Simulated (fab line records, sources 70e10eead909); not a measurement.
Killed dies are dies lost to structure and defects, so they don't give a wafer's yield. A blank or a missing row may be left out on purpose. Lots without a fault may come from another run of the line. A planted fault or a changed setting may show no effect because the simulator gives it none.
Which tool did it? | flow nand_harc | 11 lots, 33 wafers sampled, at 3 steps of a route of 1302

WHAT THE GAUGES READ, wafer by wafer
NHARC_A_M1_CD_MEAS_09: target cd 120 nm.
lot  | measured     | on        | cd_nm (nm)
L444 | day 23 09:46 | cd_sem-03 | 120.0 120.2 120.4
L446 | day 23 15:58 | cd_sem-03 | 120.9 120.2 120.1
L447 | day 24 19:17 | cd_sem-03 | 119.9 120.5 120.6
L448 | day 25 15:24 | cd_sem-01 | 120.6 119.6 119.6
L450 | day 26 06:01 | cd_sem-01 | 119.7 119.2 119.1
L451 | day 27 02:26 | cd_sem-02 | 120.2 120.0 119.3
L459 | day 30 11:32 | cd_sem-01 | 130.1 129.9 129.3
L463 | day 31 00:06 | cd_sem-01 | 119.7 120.4 120.4
L462 | day 31 09:33 | cd_sem-01 | 126.0 126.7 127.4
L465 | day 32 04:14 | cd_sem-01 | 120.2 120.3 120.2
L466 | day 32 14:23 | cd_sem-02 | 120.9 120.3 120.8

WHICH TOOL RAN EACH LOT (tool, then ch and the chambers of the sampled wafers, then the start)
lot  | NHARC_A_M0_ETCH_15                            | NHARC_A_M1_PEB_07
L444 | rie_diel-01 ch 0,2, day 23 08:13 or earlier   | litho_track-04 ch 0, day 23 09:41
L446 | rie_diel-11 ch 2,3, day 23 14:33 or earlier   | litho_track-06 ch 0, day 23 15:53
L447 | rie_diel-11 ch 2,3, day 24 17:44 or earlier   | litho_track-04 ch 0, day 24 19:12
L448 | rie_diel-04 ch 2,3, day 25 13:58 or earlier   | litho_track-06 ch 0, day 25 15:19
L450 | rie_diel-04 ch 0,1,3, day 26 04:28 or earlier | litho_track-01 ch 0, day 26 05:56
L451 | rie_diel-04 ch 0,2,3, day 27 00:53 or earlier | litho_track-01 ch 0, day 27 02:22
L459 | rie_diel-11 ch 0,2,3, day 30 09:59 or earlier | litho_track-01 ch 0, day 30 11:28
L463 | rie_diel-01 ch 1,3, day 30 22:40 or earlier   | litho_track-06 ch 0, day 31 00:01
L462 | rie_diel-01 ch 1,2,3, day 31 08:00 or earlier | litho_track-01 ch 0, day 31 09:28
L465 | rie_diel-11 ch 1,2,3, day 32 02:49 or earlier | litho_track-04 ch 0, day 32 04:10
L466 | rie_diel-01 ch 0,2, day 32 12:58 or earlier   | litho_track-06 ch 0, day 32 14:19
- NHARC_A_M0_ETCH_15: etches the open film in C4F8/Ar, target depth 150 nm, overetch 15 nm, time 82.5 s.
- NHARC_A_M1_PEB_07: peb time 65 s.

THE ANSWER, worked out from the rows above alone
Rule: what is usual is taken from the lots themselves. Put in order of their means at a reading, lots are off if they are a third of the lots or fewer, leave a main group of 4 or more, and stand apart from it by a gap of 3 or more times the standard deviation of the main group's means; of several such gaps the widest counts. A main group whose means are all the same, to the digits that the tables above print for the reading, isn't used. A lot without any number at a reading at which 4 lots or more have one is off too. The other lots that the step has rows for count as sound.
Off: L459, L462, at NHARC_A_M1_CD_MEAS_09 (cd_nm). The main group: mean 120.1 nm, standard deviation 0.36.
A tool fits if, at a process step before that reading, it ran every lot that is off, and no sound lot after the first of them. The gauges at NHARC_A_M1_CD_MEAS_09 are tried like those tools. NHARC_A_M0_ETCH_15 gives no start for some lots, so the hours and the order of its lots are those of NHARC_A_M0_THK_MEAS_24. One fits: litho_track-01 at NHARC_A_M1_PEB_07. Its last sound lot is L451 (day 27 02:22), its first lot that is off L459 (day 30 11:28): a fault that began between those two fits.

WHAT THE SIMULATOR HAD PUT IN
Process parameter drift: litho_track-01, from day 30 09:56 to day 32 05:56, at NHARC_A_M1_PEB_07. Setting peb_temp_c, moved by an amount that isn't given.
Lots struck among those shown: L459, L462. The rule above found the same.
